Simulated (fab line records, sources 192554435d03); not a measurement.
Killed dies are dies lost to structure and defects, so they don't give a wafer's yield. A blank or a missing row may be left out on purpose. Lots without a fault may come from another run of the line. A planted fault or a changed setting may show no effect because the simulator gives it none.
fab line records | flow n5_finfet
record lots=6 wafers=18 last_day=19
route steps=1938 shown MIM_TOP_LITHO@1848 MIM_TOP_ETCH@1851 MIM_BOT_LITHO@1854 PASSIVATION@1936
lots that met no fault: from a run of the same line without faults
start_h: hours from the record's first day to the start of the lot's first wafer shown | wait_h: hours since the lot's step before | " the same as in the row above | L1.1+2: a row that stands for several wafers | - no value, or no start given | * or withheld: withheld | < > ~ a bound
route shown NAME@n: a module of which the file shows steps, and the number in the route of the first | usual: mean/standard deviation of fault-free wafers | same: alike in all rows | chamber/n: place in a boat | sites: the reading at each site | _std_site: their standard deviation | _edge_site: outer sites' mean less inner sites' | radius_mm: how far each site lies from the wafer's centre | mask NAME#n: copy n | behind: the tool/chamber that last shaped the wafer | hold: why the lot was held/for how many hours/how that ended | device: the transistor (n, p or np) that didn't switch | end of line: the same wafers' tests at the end of the route | a step without rows: its recipe alone | killed: dies lost to structure and defects at the first sort, not the wafer's yield | map: a wafer's dies, x killed, . not, _ none there
set.NAME: the setting as run; set.NAME@STEP: as run at that earlier step | model.NAME: the simulator's own value behind a step, which no gauge read
lots at some steps of the route; a table a step, a row a wafer
services: from which hour (start_h, from the record's first day; less than 0 if before it) a tool's chamber was out of use, for how many hours, and why
## steps
# step N5_MIM_TOP_LITHO_OVL_MEAS_11
# recipe points_per_wafer=44
# usual MIM_TOP_OVL=2/5.4
# columns lot.wafer tool chamber start_h wait_h MIM_TOP_OVL[nm]
L880.1 overlay-01 0 330.60 0.0 3
L880.3 " 0 " " -4
L880.5 " 0 " " -2
L884.2 overlay-02 0 343.25 0.0 -4
L884.3 " 0 " " -1
L884.5 " 0 " " -8
L888.1 overlay-01 0 371.20 0.0 1
L888.3 " 0 " " -3
L888.5 " 0 " " -1
L892.3 overlay-01 0 383.15 0.0 1
L892.4 " 0 " " 4
L892.6 " 0 " " 3
L901.1 overlay-02 0 449.79 0.0 -2
L901.3 " 0 " " -2
L901.6 " 0 " " 5
L902.1 overlay-02 0 449.91 0.0 -9
L902.4 " 0 " " 8
L902.5 " 0 " " -8
# step N5_MIM_TOP_LITHO_INSPECT_12
# recipe mode=adi inspect_instrument=macro
# usual raw_defect_count=2.2/1.6
# columns lot.wafer tool chamber start_h wait_h raw_defect_count
L880.1 defect_inspect-01 - 330.62 0.0 2
L880.3 " - " " 1
L880.5 " - " " 3
L884.2 defect_inspect-02 - 343.27 0.0 3
L884.3 " - " " 5
L884.5 " - " " 3
L888.1 defect_inspect-01 - 371.22 0.0 2
L888.3 " - " " 3
L888.5 " - " " 3
L892.3 defect_inspect-02 - 383.18 0.0 4
L892.4 " - " " 2
L892.6 " - " " 1
L901.1 defect_inspect-01 - 449.82 0.0 3
L901.3 " - " " 2
L901.6 " - " " 1
L902.1 defect_inspect-02 - 449.94 0.0 0
L902.4 " - " " 1
L902.5 " - " " 3
# step N5_MIM_TOP_LITHO_DESCUM_10
# recipe chemistry=O2 time_s=7.9 source_power_w=50 bias_power_w=20 pressure_mtorr=20 rf_frequency_hz=2.712e+07 temp_c=40 o2_flow_sccm=225
# usual drypump_motor_current_A=5.9/0.49 oes_product_au=0.82/0.087 rf_vpp_V=243.2/1.5 showerhead_plenum_p_Torr=2.10/0.086 throttle_valve_pct=20.4/0.33
# columns lot.wafer tool chamber start_h wait_h drypump_motor_current_A oes_product_au rf_hours_counter_h rf_vpp_V showerhead_plenum_p_Torr throttle_valve_pct
L880.1 rie_diel-03 2 330.67 0.1 5.3 0.72 182 241.1 2.00 20.2
L880.3 " 0 " " 5.6 0.92 22 246.0 2.24 20.2
L880.5 " 1 " " 5.2 0.86 - 243.6 2.13 20.1
L884.2 rie_diel-04 3 343.31 0.0 5.2 0.87 36 244.7 2.22 20.0
L884.3 " 0 " " 6.0 0.69 201 242.3 2.09 21.0
L884.5 " 3 " " 5.1 0.87 - 245.0 2.22 20.0
L888.1 rie_diel-03 2 371.28 0.1 5.3 0.70 197 242.1 2.00 20.2
L888.3 " 3 " " 6.5 0.91 15 243.4 2.14 20.1
L888.5 " 2 " " 5.3 0.71 - 240.6 2.00 20.2
L892.3 rie_diel-04 0 383.42 0.2 6.0 0.68 214 244.0 2.08 21.0
L892.4 " 3 " " 5.2 0.85 51 243.9 2.22 20.0
L892.6 " 1 " " 6.4 0.81 - 244.4 2.12 20.2
L901.1 rie_diel-01 2 450.02 0.2 6.6 0.69 248 240.2 1.99 21.1
L901.3 " 0 " " 6.4 0.90 33 243.5 2.12 20.4
L901.6 " 1 " " 5.7 0.79 - 241.7 2.01 20.6
L902.1 rie_diel-01 0 450.08 0.1 6.4 0.91 33 244.0 2.12 20.4
L902.4 " 2 " " 6.6 0.70 248 242.4 1.99 21.1
L902.5 " 1 " " 5.8 0.79 - 241.9 2.01 20.6
# step N5_MIM_TOP_ETCH_ETCH_00
# recipe chemistry=Cl2/BCl3 target=TiN target_depth_a=385 ion_energy_ev=150 pressure_mtorr=10 icp_w=1000 bias_w=126 Cl2_flow_sccm=53.25 bcl3_flow_sccm=21.75 Ar_flow_sccm=25
# usual drypump_motor_current_A=5.4/0.39 mfc_ar_sccm=25.00/0.074 oes_product_au=0.80/0.051 throttle_valve_pct=22.63/0.26
# columns lot.wafer tool chamber start_h wait_h drypump_motor_current_A mfc_ar_sccm oes_product_au rf_hours_counter_h throttle_valve_pct
L880.1 rie_metal-03 1 330.76 0.1 5.4 24.99 0.77 45 22.79
L880.3 " 0 " " 5.0 25.00 0.84 - 22.55
L880.5 " 0 " " 5.0 24.95 0.85 - 22.54
L884.2 rie_metal-02 1 343.39 0.1 5.1 25.07 0.86 26 22.74
L884.3 " 0 " " 5.9 24.98 0.75 - 22.23
L884.5 " 0 " " 5.9 24.98 0.74 - 22.23
L888.1 rie_metal-01 1 371.37 0.1 5.6 24.96 0.87 13 23.08
L888.3 " 1 " " 5.6 24.99 0.87 - 23.08
L888.5 " 1 " " 5.6 24.90 0.88 - 23.06
L892.3 rie_metal-01 1 383.54 0.1 5.6 24.92 0.86 - 23.08
L892.4 " 0 " " 4.8 24.88 0.85 - 22.85
L892.6 " 1 " " 5.6 25.03 0.87 - 23.07
L901.1 rie_metal-02 0 450.10 0.1 5.9 24.90 0.71 55 22.27
L901.3 " 1 " " 5.1 25.08 0.81 - 22.78
L901.6 " 1 " " 5.1 25.10 0.81 - 22.77
L902.1 rie_metal-03 0 450.18 0.1 5.0 24.93 0.80 37 22.58
L902.4 " 0 " " 5.0 24.84 0.81 - 22.56
L902.5 " 1 " " 5.3 25.02 0.75 - 22.83
# step N5_MIM_TOP_ETCH_STRIP_01
# recipe chemistry=O2 power_w=600 temp_c=60 pressure_mtorr=30 rf_frequency_hz=6e+07 bias_power_w=0 overash_fraction=0.5 o2_flow_sccm=225
# usual drypump_motor_current_A=5.7/0.48 oes_product_au=0.81/0.09 rf_vpp_V=3.7/1.2 showerhead_plenum_p_Torr=2.08/0.086 throttle_valve_pct=16.7/0.35
# columns lot.wafer tool chamber start_h wait_h drypump_motor_current_A oes_product_au rf_hours_counter_h rf_vpp_V showerhead_plenum_p_Torr throttle_valve_pct
L880.1 rie_diel-02 0 331.00 0.2 6.1 0.87 31 3.9 2.12 16.0
L880.3 " 3 " " 5.3 0.82 84 1.4 2.10 16.9
L880.5 " 2 " " 5.3 0.76 - 3.0 2.01 16.8
L884.2 rie_diel-06 1 343.53 0.1 6.5 0.72 226 3.3 2.07 17.2
L884.3 " 3 " " 6.0 0.66 247 5.5 1.97 17.0
L884.5 " 3 " " 6.0 0.67 - 2.9 1.97 17.0
L888.1 rie_diel-06 3 371.51 0.1 6.0 1.00 1 1.9 2.23 16.5
L888.3 " 1 " " 6.5 0.70 233 5.4 2.07 17.2
L888.5 " 1 " " 6.5 0.71 - 6.0 2.07 17.1
L892.3 rie_diel-05 1 383.67 0.1 5.6 0.90 32 3.1 2.14 16.4
L892.4 " 3 " " 5.1 0.97 12 6.2 2.07 16.2
L892.6 " 3 " " 5.1 0.96 - 3.4 2.07 16.2
L901.1 rie_diel-06 0 450.24 0.1 5.2 0.70 216 5.7 1.90 17.1
L901.3 " 2 " " 6.1 0.80 101 1.8 2.11 16.9
L901.6 " 0 " " 5.2 0.68 - 4.8 1.90 17.1
L902.1 rie_diel-06 2 450.32 0.1 6.1 0.82 101 5.1 2.11 16.9
L902.4 " 2 " " 6.1 0.80 - 2.3 2.11 16.9
L902.5 " 3 " " 6.0 0.91 - 3.4 2.22 16.6
# step N5_MIM_TOP_ETCH_PECVD_03
# recipe material=SiNx target_thk_a=200 temp_c=400 precursor=SiH4/NH3/N2 pressure_torr=1.5 rf_w=300 time_s=17.6
# usual heater_power_outer_w=485/85 heater_power_w=786/100 showerhead_plenum_p_Torr=5.15/0.074 throttle_valve_pct=39.8/1.9
# columns lot.wafer tool chamber start_h wait_h heater_power_outer_w heater_power_w showerhead_plenum_p_Torr throttle_valve_pct
L880.1 pecvd-04 1 331.07 - 495 801 5.02 38.1
L880.3 " 0 " " 449 742 5.21 41.6
L880.5 " 2 " " 672 979 5.23 38.7
L884.2 pecvd-04 0 343.60 - 513 807 5.22 41.7
L884.3 " 1 " " 497 795 5.01 38.0
L884.5 " 1 " " 487 797 5.03 37.9
L888.1 pecvd-04 0 371.58 - 439 719 5.22 41.3
L888.3 " 1 " " 485 782 5.03 38.1
L888.5 " 0 " " 445 707 5.21 41.5
L892.3 pecvd-03 1 383.73 - 361 647 5.10 41.8
L892.4 " 0 " " 467 819 5.12 40.8
L892.6 " 2 " " 399 695 5.21 37.0
L901.1 pecvd-03 1 450.31 - 334 597 5.09 41.7
L901.3 " 0 " " 558 924 5.12 40.9
L901.6 " 0 " " 558 930 5.12 40.5
L902.1 pecvd-04 2 450.38 - 749 1052 5.22 39.1
L902.4 " 1 " " 503 795 5.03 38.2
L902.5 " 0 " " 455 721 5.21 41.4
# step N5_MIM_BOT_LITHO_HMDS_01
# recipe time_s=60 temp_c=120
# step N5_MIM_BOT_LITHO_COAT_02
# recipe spin_rpm=* resist_thk_nm=*
# step N5_MIM_BOT_LITHO_EBR_04
# recipe solvent=PGMEA ebr_width_mm=1.5
# step N5_MIM_BOT_LITHO_SOFTBAKE_03
# recipe temp_c=100 time_s=90
# step N5_MIM_BOT_LITHO_EXPOSE_05
# recipe mask_id=MIM_BOT na=0.55 source_shape=conventional sigma_outer=0.8 polarization=unpolarized dose_mj=24.25
# step N5_MIM_BOT_LITHO_PEB_06
# recipe peb_temp_c=withheld peb_time_s=*
# step N5_MIM_BOT_LITHO_DEVELOP_07
# recipe develop_time_s=60 rinse_liquid=diw dry=air_spin dev_temp_c=21
# columns lot.wafer tool chamber start_h wait_h
L880.1+3+5 litho_track-05 0 331.31 -
L884.2+3+5 litho_track-01 0 343.84 -
L888.1+3+5 litho_track-05 0 371.95 -
L892.3+4+6 litho_track-05 0 383.98 -
L901.1+3+6 litho_track-02 0 450.70 -
L902.1+4+5 litho_track-02 0 450.74 -
# step N5_MIM_BOT_LITHO_HARDBAKE_09
# recipe temp_c=130 time_s=120
# step N5_MIM_BOT_LITHO_CD_MEAS_08
# recipe target_cd_nm=3000 landing_energy_ev=500 detector=se_inlens polarity=opening
# usual cd_nm=3000.1/1.7
# columns lot.wafer tool chamber start_h wait_h cd_nm
L880.1 cd_sem-02 0 331.42 - 3001.0
L880.3 " 0 " " 3000.3
L880.5 " 0 " " 2998.1
L884.2 cd_sem-01 0 343.95 - 3002.3
L884.3 " 0 " " 3002.5
L884.5 " 0 " " 2998.2
L888.1 cd_sem-01 0 372.06 - 3006.4
L888.3 " 0 " " 3005.6
L888.5 " 0 " " 3004.4
L892.3 cd_sem-02 0 384.09 - 3005.5
L892.4 " 0 " " 3009.7
L892.6 " 0 " " 3007.6
L901.1 cd_sem-02 0 450.82 - 2998.4
L901.3 " 0 " " 2998.6
L901.6 " 0 " " 2996.6
L902.1 cd_sem-01 0 450.85 - 2999.5
L902.4 " 0 " " 2996.9
L902.5 " 0 " " 2998.5
# step N5_MIM_BOT_LITHO_OVL_MEAS_11
# recipe points_per_wafer=44
# usual MIM_BOT_OVL=-2/5.4
# columns lot.wafer tool chamber start_h wait_h MIM_BOT_OVL[nm]
L880.1 overlay-02 0 331.45 0.0 -3
L880.3 " 0 " " 1
L880.5 " 0 " " 5
L884.2 overlay-01 0 343.98 0.0 0
L884.3 " 0 " " 2
L884.5 " 0 " " -3
L888.1 overlay-01 0 372.09 0.0 -2
L888.3 " 0 " " -9
L888.5 " 0 " " -10
L892.3 overlay-01 0 384.12 0.0 -5
L892.4 " 0 " " 0
L892.6 " 0 " " -11
L901.1 overlay-02 0 450.85 0.0 4
L901.3 " 0 " " 0
L901.6 " 0 " " 3
L902.1 overlay-02 0 450.88 0.0 -2
L902.4 " 0 " " -8
L902.5 " 0 " " 6
# step N5_PASSIVATION_PROBE_49
# usual defect_limited_yield=91.5/1.4 killed_at_M0_to_M3=34/11 killed_at_M4_up=15/6 killed_at_contacts=11/5.9 killed_at_front_end=37/11 killed_at_other=3.6/2.9 killed_dies=101/17 killed_open=66/12 killed_short=33/7.8 sort_bin_5_function=5.0/0.97 sort_bin_6_memory=3.2/0.65 sort_n_pass=1079/17 sort_yield_pct=91.4/1.4
# same gross_dies=1180 killed_at_back_side=0 sort_bin_4_leakage[%]=0 sort_bin_8_speed[%]=0
# columns lot.wafer tool chamber start_h wait_h defect_limited_yield[%] killed_at_M0_to_M3 killed_at_M4_up killed_at_contacts killed_at_front_end killed_at_other killed_dies killed_open killed_short sort_bin_5_function[%] sort_bin_6_memory[%] sort_n_pass sort_yield_pct[%]
L884.2 prober-02 - 354.66 0.1 91.3 27 12 8 53 3 103 74 28 5.7 2.8 1077 91.3
L884.3 prober-02 - 354.71 0.1 90.4 33 13 24 41 2 113 75 33 4.9 3.9 1067 90.4
L884.5 prober-02 - 354.81 0.2 90.9 27 28 21 30 1 107 67 38 5.4 3.2 1073 90.9
L892.3 prober-01 - 392.47 0.1 91.4 35 20 3 40 3 101 62 39 5.6 2.7 1079 91.4
L892.4 prober-01 - 392.52 0.2 91.6 32 14 8 43 2 99 60 39 4.8 3.4 1081 91.6
# killed by level:class
L884.2 FIN_SAQP:geometric_particle:open=11 STI_FIN_REVEAL:geometric_particle:open=10 GATE_CUT:geometric_particle:short=9 GATE_CUT:geometric_particle:open=8 BEOL_M3:geometric_particle:open=8 BEOL_M4:geometric_particle:open=8 BEOL_M2:geometric_particle:open=7 DUMMY_GATE:geometric_particle:open=5
L884.3 MOL_CONTACT_COAG:geometric_particle:open=20 GATE_CUT:geometric_particle:open=9 BEOL_M3:geometric_particle:open=9 FIN_SAQP:geometric_particle:open=7 DUMMY_GATE:geometric_particle:open=6 BEOL_M0_SAQP:geometric_particle:open=6 BEOL_M0_SAQP:geometric_particle:short=5 BEOL_M2:geometric_particle:short=5
L884.5 MOL_CONTACT_COAG:geometric_particle:open=18 BEOL_M4:geometric_particle:open=12 BEOL_M2:geometric_particle:open=7 BEOL_M2:geometric_particle:short=7 BEOL_M5:geometric_particle:short=7 BEOL_M3:geometric_particle:open=6 DUMMY_GATE:geometric_particle:open=5 STARTING-WAFER:geometric_particle:short=5
L892.3 BEOL_M0_SAQP:geometric_particle:short=11 STI_FIN_REVEAL:geometric_particle:open=8 BEOL_M0_SAQP:geometric_particle:open=7 FIN_SAQP:geometric_particle:short=6 FIN_SAQP:geometric_particle:open=6 BEOL_M1:geometric_particle:open=6 BEOL_M2:geometric_particle:open=5 BEOL_M4:geometric_particle:open=5
L892.4 BEOL_M0_SAQP:geometric_particle:short=12 STI_FIN_REVEAL:geometric_particle:open=11 GATE_CUT:geometric_particle:short=8 BEOL_M0_SAQP:geometric_particle:open=7 BEOL_M2:geometric_particle:open=7 DUMMY_GATE:geometric_particle:open=5 MOL_CONTACT_COAG:geometric_particle:open=5 BEOL_M4:geometric_particle:open=4
## services
# columns tool chamber start_h hours kind
rie_diel-05 2 308.01 10.4 repair
rie_diel-01 0 335.79 - clean
rie_diel-01 0 335.79 - consumable_replace:focus_ring
rie_diel-03 0 346.69 3.6 repair
pecvd-03 - 346.72 1.8 repair
rie_diel-02 0 347.03 9.0 repair
rie_diel-06 3 352.48 - clean
rie_diel-06 3 352.48 - consumable_replace:focus_ring
rie_diel-06 3 352.48 - consumable_replace:showerhead
rie_diel-06 3 352.48 16.5 scheduled_down
rie_diel-06 3 352.48 16.5 vent_cycle
rie_diel-06 1 354.73 9.2 repair
rie_diel-03 3 355.22 1.7 repair
rie_diel-03 0 357.58 3.6 repair
rie_diel-04 0 357.66 5.9 repair
rie_diel-03 - 374.21 0.7 repair
rie_metal-02 - 393.96 1.2 repair
rie_metal-02 - 409.72 1.9 repair
rie_diel-06 1 426.85 - clean
rie_diel-06 1 426.85 - consumable_replace:focus_ring
rie_diel-06 1 426.85 32.6 scheduled_down
rie_diel-06 1 426.85 32.6 vent_cycle
pecvd-03 1 442.64 2.1 repair
rie_diel-01 - 443.95 0.1 repair
## key
first_sign step=N5_MIM_BOT_LITHO_CD_MEAS_08 reading=cd_nm direction=up sigmas=3.7 usual=3000.1 struck=3006.5
effect none on later readings
met_at N5_MIM_BOT_LITHO_DEVELOP_07
struck_wafers L888.1,L888.3,L888.5,L892.3,L892.4,L892.6
onset_between 331.31 371.95
also_fits N5_MIM_TOP_ETCH_ETCH_00:rie_metal-01
fault kind=process_parameter_drift tool=litho_track-05 chamber=- onset_h=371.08 steps=N5_MIM_BOT_LITHO_DEVELOP_07 channel=develop_time_s offset=* shape=step end_h=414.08 acts_in=* stated=*
